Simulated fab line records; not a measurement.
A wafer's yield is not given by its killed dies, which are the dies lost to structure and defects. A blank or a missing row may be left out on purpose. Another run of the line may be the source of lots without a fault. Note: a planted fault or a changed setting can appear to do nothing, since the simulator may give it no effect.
Matching of chambers    flow n5 finfet    rie diel-03 running N5_BEOL_M12_DESCUM_33: 4 sister chambers
The step chemistry O2, time 7.9 s. 8 wafers are shown with their chamber, then 9 later ones without.

WAFERS WITH THEIR CHAMBER
wafer   chamber  throttle valve pct (%)  drypump motor current A (A)
L078.5  3        20.64                   6.0
L080.4  1        20.54                   5.5
L083.6  3        20.64                   5.9
L088.1  2        20.83                   5.0
L088.4  1        20.55                   5.5
L093.3  0        20.20                   5.2
L093.4  2        20.84                   5.0
L093.6  0        20.18                   5.2

WAFERS WHOSE CHAMBER IS MISSING
wafer   throttle valve pct (%)  drypump motor current A (A)
L094.1  20.19                   5.2
L094.5  20.19                   5.2
L094.6  20.85                   5.0
L095.2  20.13                   5.4
L095.4  20.19                   5.2
L095.6  20.87                   5.0
L097.1  20.85                   5.0
L097.2  20.22                   5.2
L097.3  20.71                   5.9

THE CHAMBER EACH PASSED THROUGH
wafer    from the rows above   in truth
L094.1   0                     0
L094.5   0                     0
L094.6   2                     2
L095.2   0                     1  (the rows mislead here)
L095.4   0                     0
L095.6   2                     2
L097.1   2                     2
L097.2   0                     0
L097.3   3                     3
Correct placement for 8 of the 9. Left unplaced by these rows: 0. Placed wrongly: 1.
How it was worked out, from the rows above alone: a wafer's distance from a chamber is the root of the sum, over the readings, of the square of ((its reading less the chamber's mean) divided by the reading's scatter). The wafer belongs to the nearest chamber; if the next one is less than 2 further off, it can't be placed. Each chamber's mean is taken over the wafers shown for it. The scatter is the square root of a quotient: the sum, over the shown wafers, of each reading's squared deviation from its chamber's mean, divided by wafers minus chambers.
